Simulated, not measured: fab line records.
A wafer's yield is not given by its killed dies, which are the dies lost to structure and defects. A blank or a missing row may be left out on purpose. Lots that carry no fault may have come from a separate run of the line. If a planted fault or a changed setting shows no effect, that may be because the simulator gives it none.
fab line records -- flow n5Finfet
[record] lots = 5, wafers = 14, lastDay = 18
route steps=1938 shown HKMG_FIN@403 PASSIVATION@1936
lots that met no fault: taken from a fault-free run of the same line
startH: start of the lot's first displayed wafer, in hours after the record's first day -- waitH: time in hours since the lot's previous step -- " as in the row above -- L1.1+2: a single row standing in for several wafers -- - no value, or no start was given -- * or withheld: withheld -- < > ~ a bound
route shown NAME@n: names a module that has steps shown in the file, with the first one's number in the route -- usual: mean and standard deviation over wafers with no fault -- same: alike in all rows -- chamber/n: place in a boat -- sites: the reading at each site -- _std_site: standard deviation across them -- _edge_site: inner sites' mean taken away from outer sites' mean -- radiusMm: how far each site lies from the wafer's centre -- mask NAME#n: copy n -- behind: tool/chamber where the wafer was last shaped -- hold: the reason the lot was held/the length of the hold in hours/how it ended -- device: the transistor (n, p or np) that didn't switch -- end of line: the tests these same wafers got at the end of their route -- for a step that has no rows: nothing shown but its recipe -- killed: count of dies lost to structure and defects at first sort (not the wafer's yield) -- map: a wafer's dies, x killed, . not, _ none there
set.NAME: setting as actually run; set.NAME@STEP: the setting as run at that earlier step -- model.NAME: the simulator's own value behind a step, which no gauge read
lots at selected steps of the route; one table per step, one row per wafer
services: when a tool's chamber went out of use (startH, in hours from the record's first day, below 0 if earlier), for how many hours, and the reason
[[steps]]
[step N5_HKMG_FIN_ETCH_55]
[recipe] chemistry = N2/H2, target = SOC, targetDepthA = 2400, tempC = 40, timeS = 300, ionEnergyEv = 200, maskMaterial = SiARC, pressureMtorr = 30, sourceW = 840, biasW = 150, n2FlowSccm = 200, h2FlowSccm = 200
[step N5_HKMG_FIN_STRIP_56]
[recipe] chemistry = N2/H2, tempC = 40, n2FlowSccm = 200, h2FlowSccm = 200, rfFrequencyHz = 6e+07
[step N5_HKMG_FIN_STRIP_57]
[recipe] chemistry = CF4, resist = SiARC, powerW = 300, biasPowerW = 75, pressureMtorr = 50, cf4FlowSccm = 150, rfFrequencyHz = 6e+07
[usual] cf4FlowSccm = 150.0/0.43, chamberPressureMTorr = 50.00/0.047, drypumpMotorCurrentA = 5.7/0.41, oesProductAu = 0.78/0.091, rfVppV = 271.5/1.7, showerheadPlenumPTorr = 1.81/0.066, throttleValvePct = 13.7/0.31
lot.wafer,tool,chamber,startH,waitH,cf4FlowSccm,chamberPressureMTorr,drypumpMotorCurrentA,oesProductAu,rfHoursCounterH,rfVppV,showerheadPlenumPTorr,throttleValvePct
L472.2,rieDiel-03,1,75.27,0.0,148.8,50.00,6.1,0.69,234,268.8,1.79,13.5
L472.5,rieDiel-03,0,75.27,0.0,150.3,49.91,6.2,0.73,-,273.3,1.88,13.8
L480.3,rieDiel-03,2,122.07,0.0,149.6,50.02,5.2,0.69,224,271.2,1.77,13.9
L480.4,rieDiel-03,2,122.07,0.0,149.7,50.02,5.2,0.69,-,270.2,1.77,13.9
L480.6,rieDiel-03,0,122.07,0.0,150.6,50.00,6.2,0.71,-,271.8,1.87,13.8
L487.2,rieDiel-01,1,162.61,0.0,150.1,50.02,6.1,0.88,34,273.1,1.81,13.2
L487.3,rieDiel-01,0,162.61,0.0,150.3,49.99,5.2,0.79,96,273.5,1.89,13.6
L487.4,rieDiel-01,3,162.61,0.0,149.6,50.02,5.7,0.95,4,272.7,1.93,13.8
L492.2,rieDiel-01,2,194.25,0.0,150.0,50.01,5.5,0.87,49,271.6,1.82,13.4
L492.3,rieDiel-01,1,194.25,0.0,150.2,50.04,6.1,0.87,44,270.5,1.80,13.2
L492.6,rieDiel-01,0,194.25,0.0,149.8,50.05,5.1,0.78,-,272.5,1.88,13.6
L494.1,rieDiel-03,3,206.86,0.0,149.8,50.01,5.1,0.71,196,269.0,1.72,13.9
L494.3,rieDiel-03,0,206.86,0.0,150.5,50.03,6.2,0.69,214,272.8,1.86,13.9
L494.4,rieDiel-03,0,206.86,0.0,150.5,49.96,6.2,0.69,-,273.0,1.86,13.9
[step N5_HKMG_FIN_ETCH_58]
[recipe] chemistry = N2/H2, target = SOC, targetDepthA = 2158, ionEnergyEv = 50, biasW = 13, timeS = 741, pressureMtorr = 30, sourceW = 875, n2FlowSccm = 200, h2FlowSccm = 200
[step N5_HKMG_FIN_STRIP_93]
[recipe] chemistry = N2/H2, material = SOC, timeS = 20, powerW = 500, tempC = 40, pressureMtorr = 50, rfFrequencyHz = 6e+07, biasPowerW = 8, h2Frac = 0.5, n2FlowSccm = 300, h2FlowSccm = 300
[step N5_HKMG_FIN_WET_ETCH_76]
[recipe] chemistry = dNH4OH, mix = 1:50, tempC = 25, target = Al2O3, stopOn = La2O3, targetDepthNm = 2.25, dry = ipaMarangoni, rinseTimeS = 30, rinseTempC = 23
[step N5_HKMG_FIN_STRIP_60]
[recipe] chemistry = N2/H2, powerW = 2500, tempC = 300, h2Frac = 0.65, timeS = 360, pressureMtorr = withheld, n2FlowSccm = 1750, h2FlowSccm = 3250
[usual] drypumpMotorCurrentA = 5.8/0.44, heaterPowerW = 497/42, tempC = 300.02/0.2
lot.wafer,tool,chamber,startH,waitH,drypumpMotorCurrentA,heaterPowerW,rfHoursCounterH,tempC
L472.2,plasmaAsher-01,1,75.87,0.0,5.3,421,36,300.15
L472.5,plasmaAsher-01,1,75.87,0.0,5.3,427,-,299.90
L480.3,plasmaAsher-01,0,122.80,0.2,5.5,499,-,299.90
L480.4,plasmaAsher-01,1,122.80,0.2,5.3,426,-,300.41
L480.6,plasmaAsher-01,0,122.80,0.2,5.5,520,-,299.87
L487.2,plasmaAsher-02,1,163.30,0.1,5.7,519,104,300.20
L487.3,plasmaAsher-02,1,163.30,0.1,5.7,517,-,300.12
L487.4,plasmaAsher-02,0,163.30,0.1,6.5,513,-,299.81
L492.2,plasmaAsher-02,0,194.85,0.0,6.5,537,110,299.96
L492.3,plasmaAsher-02,1,194.85,0.0,5.7,516,-,300.08
L492.6,plasmaAsher-02,1,194.85,0.0,5.7,522,-,300.27
L494.1,plasmaAsher-02,0,207.45,0.0,6.5,529,113,300.13
L494.3,plasmaAsher-02,1,207.45,0.0,5.7,512,-,300.30
L494.4,plasmaAsher-02,0,207.45,0.0,6.4,543,-,300.28
[step N5_HKMG_FIN_WET_ETCH_77]
[recipe] chemistry = dHCl, mix = 1:10000, tempC = 25, target = La2O3, stopOn = HfO2, targetDepthNm = 2
[step N5_HKMG_FIN_WET_ETCH_78]
[recipe] chemistry = dNH4OH, mix = 1:50, tempC = 25, target = Al2O3, stopOn = La2O3, targetDepthNm = 4.5, dry = ipaMarangoni, rinseTimeS = 30, rinseTempC = 23
[step N5_HKMG_FIN_ALD_79]
[recipe] material = TiN, targetThkA = 15, tempC = 400, aldPrecursorFamily = TiCl4, aldCoReactant = NH3, pulseTimeS = 1, purgeTimeS = 3, coReactantPurgeTimeS = 2, coReactantPulseTimeS = 2, aldCycles = 68, pressureTorr = 3
[usual] heaterPowerW = 860/93, precursorPulseHeightRel = 1.002/0.018
lot.wafer,tool,chamber,startH,waitH,heaterPowerW,precursorPulseHeightRel
L472.2,aldMetal-04,3,76.36,0.0,961,0.979
L472.5,aldMetal-04,3,76.36,0.0,941,1.006
L480.3,aldMetal-02,1,123.16,0.0,777,0.977
L480.4,aldMetal-02,3,123.16,0.0,814,0.995
L480.6,aldMetal-02,0,123.16,0.0,748,1.025
L487.2,aldMetal-04,1,163.80,0.0,956,1.013
L487.3,aldMetal-04,3,163.80,0.0,976,1.037
L487.4,aldMetal-04,0,163.80,0.0,875,1.020
L492.2,aldMetal-02,2,195.34,0.0,753,1.012
L492.3,aldMetal-02,0,195.34,0.0,755,0.998
L492.6,aldMetal-02,1,195.34,0.0,783,1.009
L494.1,aldMetal-04,0,207.94,0.0,853,1.011
L494.3,aldMetal-04,2,207.94,0.0,942,1.029
L494.4,aldMetal-04,3,207.94,0.0,939,1.016
[step N5_HKMG_FIN_CVD_62]
[recipe] material = a-Si, targetThkA = 30, tempC = 500, precursor = Si2H6, pressureTorr = 1, timeS = 20.8
[step N5_HKMG_FIN_RTA_80]
[recipe] tempC = withheld, timeS = 2, ambient = N2, idleTempC = 600, rampUpCPerS = 150, rampDownCPerS = 60, coolToC = 600
[step N5_HKMG_FIN_PRECLEAN_64]
[recipe] chemistry = dHF, timeS = 30, tempC = 25, dilution = withheld
[usual] tempC = 24.98/0.1
lot.wafer,tool,chamber,startH,waitH,tempC
L472.2,wetBench-06,4,77.13,0.1,24.89
L472.5,wetBench-06,5,77.13,0.1,25.09
L480.3,wetBench-04,2,124.06,0.1,25.03
L480.4,wetBench-04,0,124.06,0.1,25.12
L480.6,wetBench-04,3,124.06,0.1,25.06
L487.2,wetBench-04,6,164.62,0.2,24.79
L487.3,wetBench-04,0,164.62,0.2,25.13
L487.4,wetBench-04,5,164.62,0.2,25.16
L492.2,wetBench-01,1,196.06,0.1,24.97
L492.3,wetBench-01,2,196.06,0.1,24.92
L492.6,wetBench-01,0,196.06,0.1,25.06
L494.1,wetBench-01,2,208.63,0.1,25.16
L494.3,wetBench-01,6,208.63,0.1,25.10
L494.4,wetBench-01,5,208.63,0.1,24.84
[step N5_HKMG_FIN_WET_ETCH_65]
[recipe] chemistry = TMAH, tempC = 70, concWtPct = 5, target = a-Si, stopOn = TiN, timeS = 49, targetDepthNm = 3
[step N5_HKMG_FIN_WET_ETCH_81]
[recipe] chemistry = SC1, target = TiN, stopOn = HfO2, mix = 1:1:5, tempC = 60, timeS = 57, targetDepthNm = 6
[step N5_HKMG_FIN_WET_ETCH_82]
[recipe] chemistry = dHCl, mix = 1:10000, tempC = 25, target = La2O3, stopOn = HfO2, targetDepthNm = 2, dry = ipaMarangoni, rinseTimeS = 30, rinseTempC = 23
[step N5_HKMG_FIN_ALD_36]
[recipe] material = TiN, targetThkA = 10, tempC = 400, aldPrecursorFamily = TiCl4, aldCoReactant = NH3, pulseTimeS = 1, purgeTimeS = 3, coReactantPurgeTimeS = 2, coReactantPulseTimeS = 2, aldCycles = 47, pressureTorr = 3
[step N5_HKMG_FIN_THK_MEAS_70]
[recipe] thkMeasGauge = xrf, reads = HfO2_of_HKMG_FIN_HK_ALD_01
[usual] HK_THK = 1.598/0.019
lot.wafer,tool,chamber,startH,waitH,HK_THK[nm]
L472.2,filmMetro-01,-,77.52,0.2,1.623
L472.5,filmMetro-01,-,77.52,0.2,1.595
L480.3,filmMetro-02,-,124.46,0.2,1.630
L480.4,filmMetro-02,-,124.46,0.2,1.578
L480.6,filmMetro-02,-,124.46,0.2,1.618
L487.2,filmMetro-02,-,165.02,0.2,1.602
L487.3,filmMetro-02,-,165.02,0.2,1.604
L487.4,filmMetro-02,-,165.02,0.2,1.633
L492.2,filmMetro-02,-,196.45,0.2,1.623
L492.3,filmMetro-02,-,196.45,0.2,1.583
L492.6,filmMetro-02,-,196.45,0.2,1.599
L494.1,filmMetro-01,-,209.03,0.2,1.583
L494.3,filmMetro-01,-,209.03,0.2,1.597
L494.4,filmMetro-01,-,209.03,0.2,1.596
[step N5_HKMG_FIN_PWFM_ALD_03]
[recipe] material = TiN, targetThkA = 20, tempC = 400, aldPrecursorFamily = TiCl4, aldCoReactant = NH3, pulseTimeS = 1, purgeTimeS = 3, coReactantPurgeTimeS = 2, coReactantPulseTimeS = 2, aldCycles = 91, pressureTorr = 3
[usual] heaterPowerW = 859/93, precursorPulseHeightRel = 0.999/0.019
lot.wafer,tool,chamber,startH,waitH,heaterPowerW,precursorPulseHeightRel
L472.2,aldMetal-03,1,77.56,0.0,990,1.018
L472.5,aldMetal-03,1,77.56,0.0,996,0.992
L480.3,aldMetal-03,2,124.50,0.0,864,0.995
L480.4,aldMetal-03,1,124.50,0.0,979,0.975
L480.6,aldMetal-03,1,124.50,0.0,1009,0.998
L487.2,aldMetal-04,0,165.05,0.0,882,0.999
L487.3,aldMetal-04,3,165.05,0.0,956,0.978
L487.4,aldMetal-04,1,165.05,0.0,961,0.942
L492.2,aldMetal-04,3,196.49,0.0,954,1.006
L492.3,aldMetal-04,2,196.49,0.0,920,1.027
L492.6,aldMetal-04,0,196.49,0.0,878,1.001
L494.1,aldMetal-04,2,209.07,0.0,934,0.989
L494.3,aldMetal-04,3,209.07,0.0,955,1.009
L494.4,aldMetal-04,1,209.07,0.0,988,0.986
[step N5_HKMG_FIN_COAT_29]
[recipe] resist = SOC, tempC = 250, timeS = 60, spinRpm = 1500, resistThkNm = 300
[step N5_HKMG_FIN_COAT_30]
[recipe] resist = SiARC, tempC = 220, timeS = 60, spinRpm = 1500, resistThkNm = 35
[step N5_HKMG_FIN_COAT_06]
[recipe] resist = CAR-ArF, spinRpm = 1500, resistThkNm = 90
[step N5_HKMG_FIN_EBR_08]
[recipe] solvent = PGMEA, ebrWidthMm = 1.5
[step N5_HKMG_FIN_SOFTBAKE_07]
[recipe] tempC = 110, timeS = 60, resist = CAR-ArF
[step N5_HKMG_FIN_EXPOSE_09]
[recipe] maskId = NWFM, na = 1.35, sourceShape = conventional, sigmaOuter = 0.8, polarization = unpolarized, doseMj = 39.25
[step N5_HKMG_FIN_PEB_10]
[recipe] pebTempC = withheld, pebTimeS = 60, resist = CAR-ArF
[step N5_HKMG_FIN_DEVELOP_11]
[recipe] developTimeS = 30, developer = TMAH, resist = CAR-ArF, devTempC = 23, rinseLiquid = diw, dry = airSpin
[step N5_HKMG_FIN_CD_MEAS_12]
[recipe] targetCdNm = 92.8, landingEnergyEv = 500, detector = seInlens
[usual] cdNm = 93.1/0.92
lot.wafer,tool,chamber,startH,waitH,cdNm
L472.2,cdSem-01,0,78.27,-,93.0
L472.5,cdSem-01,0,78.27,-,94.3
L480.3,cdSem-03,0,125.34,-,94.3
L480.4,cdSem-03,0,125.34,-,93.4
L480.6,cdSem-03,0,125.34,-,93.6
L487.2,cdSem-01,0,165.77,-,94.4
L487.3,cdSem-01,0,165.77,-,93.4
L487.4,cdSem-01,0,165.77,-,93.7
L492.2,cdSem-03,0,197.20,-,93.9
L492.3,cdSem-03,0,197.20,-,93.6
L492.6,cdSem-03,0,197.20,-,94.5
L494.1,cdSem-02,0,209.90,-,91.3
L494.3,cdSem-02,0,209.90,-,91.8
L494.4,cdSem-02,0,209.90,-,92.4
[step N5_HKMG_FIN_OVL_MEAS_13]
[recipe] pointsPerWafer = 44
[usual] NWFM_OVL = -0.1/0.83
lot.wafer,tool,chamber,startH,waitH,NWFM_OVL[nm]
L472.2,overlay-02,0,78.30,0.0,-1.1
L472.5,overlay-02,0,78.30,0.0,-1.2
L480.3,overlay-02,0,125.37,0.0,0.0
L480.4,overlay-02,0,125.37,0.0,-0.9
L480.6,overlay-02,0,125.37,0.0,-0.8
L487.2,overlay-01,0,165.80,0.0,0.0
L487.3,overlay-01,0,165.80,0.0,1.9
L487.4,overlay-01,0,165.80,0.0,0.6
L492.2,overlay-02,0,197.23,0.0,1.3
L492.3,overlay-02,0,197.23,0.0,0.1
L492.6,overlay-02,0,197.23,0.0,0.1
L494.1,overlay-02,0,209.94,0.0,1.2
L494.3,overlay-02,0,209.94,0.0,0.7
L494.4,overlay-02,0,209.94,0.0,-0.3
[step N5_HKMG_FIN_INSPECT_14]
[recipe] mode = adi, inspectInstrument = macro
[usual] rawDefectCount = 1.9/1.5
lot.wafer,tool,chamber,startH,waitH,rawDefectCount
L472.2,defectInspect-02,-,78.33,0.0,3
L472.5,defectInspect-02,-,78.33,0.0,2
L480.3,defectInspect-01,-,125.39,0.0,2
L480.4,defectInspect-01,-,125.39,0.0,3
L480.6,defectInspect-01,-,125.39,0.0,2
L487.2,defectInspect-02,-,165.82,0.0,2
L487.3,defectInspect-02,-,165.82,0.0,>300
L487.4,defectInspect-02,-,165.82,0.0,2
L492.2,defectInspect-02,-,197.26,0.0,2
L492.3,defectInspect-02,-,197.26,0.0,2
L492.6,defectInspect-02,-,197.26,0.0,0
L494.1,defectInspect-01,-,209.96,0.0,4
L494.3,defectInspect-01,-,209.96,0.0,1
L494.4,defectInspect-01,-,209.96,0.0,3
[step N5_HKMG_FIN_DESCUM_17]
[recipe] chemistry = O2, timeS = 7.9, sourcePowerW = 50, biasPowerW = 20, pressureMtorr = 20, rfFrequencyHz = 2.712e+07, tempC = 40, resist = CAR-ArF, o2FlowSccm = 225
[usual] chamberPressureMTorr = 20.001/0.02, drypumpMotorCurrentA = 5.8/0.41, oesProductAu = 0.77/0.099, rfVppV = 243.3/1.4, showerheadPlenumPTorr = 2.11/0.074, tempC = 40.00/0.11, throttleValvePct = 20.49/0.29
lot.wafer,tool,chamber,startH,waitH,chamberPressureMTorr,drypumpMotorCurrentA,oesProductAu,rfHoursCounterH,rfVppV,showerheadPlenumPTorr,tempC,throttleValvePct
L472.2,rieDiel-03,1,78.36,0.0,19.984,6.1,0.69,235,243.6,2.07,39.83,20.23
L472.5,rieDiel-03,2,78.36,0.0,19.975,5.2,0.72,-,241.9,2.10,40.07,20.81
L480.3,rieDiel-01,3,125.42,0.0,19.989,5.7,0.69,245,239.8,1.97,40.18,21.03
L480.4,rieDiel-01,0,125.42,0.0,20.006,5.2,0.83,78,246.0,2.20,39.99,20.39
L480.6,rieDiel-01,3,125.42,0.0,20.041,5.7,0.69,-,240.0,1.97,39.95,21.06
L487.2,rieDiel-01,1,165.85,0.0,19.989,6.1,0.89,35,242.4,2.12,40.10,20.08
L487.3,rieDiel-01,3,165.85,0.0,19.970,5.7,0.94,6,245.8,2.23,39.84,20.66
L487.4,rieDiel-01,2,165.85,0.0,20.006,5.6,0.89,39,245.3,2.13,39.78,20.28
L492.2,rieDiel-05,0,197.38,0.1,20.021,6.1,0.68,242,241.0,1.98,40.01,20.37
L492.3,rieDiel-05,1,197.38,0.1,20.012,5.5,0.67,235,243.1,2.05,39.94,20.56
L492.6,rieDiel-05,2,197.38,0.1,19.975,6.1,0.73,-,244.3,2.18,39.98,20.73
L494.1,rieDiel-03,1,209.99,0.0,20.018,6.1,1.00,1,243.9,2.05,39.99,19.80
L494.3,rieDiel-03,0,209.99,0.0,19.993,6.3,0.69,216,246.1,2.16,39.99,20.70
L494.4,rieDiel-03,3,209.99,0.0,20.022,5.1,0.71,-,242.1,1.99,39.83,20.75
[step N5_PASSIVATION_PROBE_49]
[usual] killed_at_M0_to_M3 = 33/9.9, killed_at_M4_up = 14/6.4, killedAtContacts = 12/7, killedAtFrontEnd = 41/13, killedAtOther = 3.1/2.9, killedDies = 103/20, killedOpen = 67/14, killedShort = 34/9.4
[same] grossDies = 1180, killedAtBackSide = 0
lot.wafer,tool,chamber,startH,waitH,killed_at_M0_to_M3,killed_at_M4_up,killedAtContacts,killedAtFrontEnd,killedAtOther,killedDies,killedOpen,killedShort
L480.3,prober-01,-,305.09,0.1,57,2,8,65,3,135,81,50
L480.4,prober-01,-,305.14,0.2,37,11,8,50,3,109,71,38
L480.6,prober-01,-,305.24,0.3,37,8,8,38,6,97,63,32
L487.3,prober-01,-,362.41,0.1,22,18,11,79,3,133,51,16
// killed by level:class
L480.3 FIN_SAQP:geometricParticle:short=14 BEOL_M3:geometricParticle:open=14 STI_FIN_REVEAL:geometricParticle:open=13 BEOL_M0_SAQP:geometricParticle:short=12 DUMMY_GATE:geometricParticle:open=9 BEOL_M0_SAQP:geometricParticle:open=9 FIN_SAQP:geometricParticle:open=7 MOL_CONTACT_COAG:geometricParticle:open=7
L480.4 STI_FIN_REVEAL:geometricParticle:open=30 BEOL_M3:geometricParticle:open=7 MOL_CONTACT_COAG:geometricParticle:open=7 BEOL_M0_SAQP:geometricParticle:short=7 FIN_SAQP:geometricParticle:short=6 BEOL_M0_SAQP:geometricParticle:open=6 BEOL_M4:geometricParticle:short=6 BEOL_M2:geometricParticle:open=5
L480.6 FIN_SAQP:geometricParticle:short=11 BEOL_M0_SAQP:geometricParticle:open=10 BEOL_M2:geometricParticle:open=10 STI_FIN_REVEAL:geometricParticle:open=8 MOL_CONTACT_COAG:geometricParticle:open=8 FIN_SAQP:geometricParticle:open=7 BEOL_M0_SAQP:geometricParticle:short=7 BEOL_M1:geometricParticle:open=5
L487.3 HKMG_FIN:unspecified=65 MOL_CONTACT_COAG:geometricParticle:open=9 BEOL_M1:geometricParticle:open=7 BEOL_M5:geometricParticle:open=6 FIN_SAQP:geometricParticle:open=5 BEOL_M4:geometricParticle:open=5 BEOL_M0_SAQP:geometricParticle:short=4 DUMMY_GATE:geometricParticle:open=3
[[services]]
tool,chamber,startH,hours,kind
rieDiel-01,1,59.08,2.7,repair
rieDiel-03,3,60.64,132.0,repair
aldMetal-03,-,62.36,0.3,repair
rieDiel-01,1,67.45,-,clean
rieDiel-01,1,67.45,-,consumableReplace:focusRing
rieDiel-01,1,67.45,16.1,scheduledDown
rieDiel-01,1,67.45,16.1,ventCycle
rieDiel-01,2,79.65,27.8,repair
plasmaAsher-01,-,82.60,2.8,pm
aldMetal-04,3,97.93,23.7,repair
aldMetal-02,-,99.82,2.8,pm
plasmaAsher-01,-,112.36,0.9,repair
plasmaAsher-02,-,140.60,4.3,pm
rieDiel-05,-,147.61,14.6,pm
rieDiel-05,0,175.21,1.2,repair
aldMetal-02,0,175.38,3.0,repair
rieDiel-03,1,192.64,-,clean
rieDiel-03,1,192.64,-,consumableReplace:focusRing
rieDiel-03,1,192.64,15.9,scheduledDown
rieDiel-03,1,192.64,15.9,ventCycle
rieDiel-03,2,208.58,-,clean
rieDiel-03,2,208.58,-,consumableReplace:focusRing
rieDiel-03,2,208.58,19.2,scheduledDown
rieDiel-03,2,208.58,19.2,ventCycle
[[key]]
[firstSign] step = N5_HKMG_FIN_INSPECT_14, reading = rawDefectCount, direction = up, sigmas = 99+, usual = 1.9, struck = >300
[effect] step = N5_PASSIVATION_PROBE_49, reading = killedAtFrontEnd, direction = up, sigmas = 2.9, usual = 41, struck = 79
[moreKillsBornAt] N5_HKMG_FIN_PRECLEAN_64@wetBench-04 = 65
metAt N5_HKMG_FIN_PRECLEAN_64
struckWafers L487.3
testerLeftOut L487
onsetBetween 124.06 164.62
[fault] kind = chamberParticleSource, tool = wetBench-04, chamber = 0, onsetH = 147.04, steps = N5_HKMG_FIN_PRECLEAN_64, ratePerVisitCm2 = 0.56755, endH = 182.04
// testerLeftOut: of these lots the tester's yield and bins aren't shown, on N5 and GAA mostly nor the transistor test; their killed dies are dies lost to structure and defects alone, not to doping, threshold or leakage, so they don't give the yield
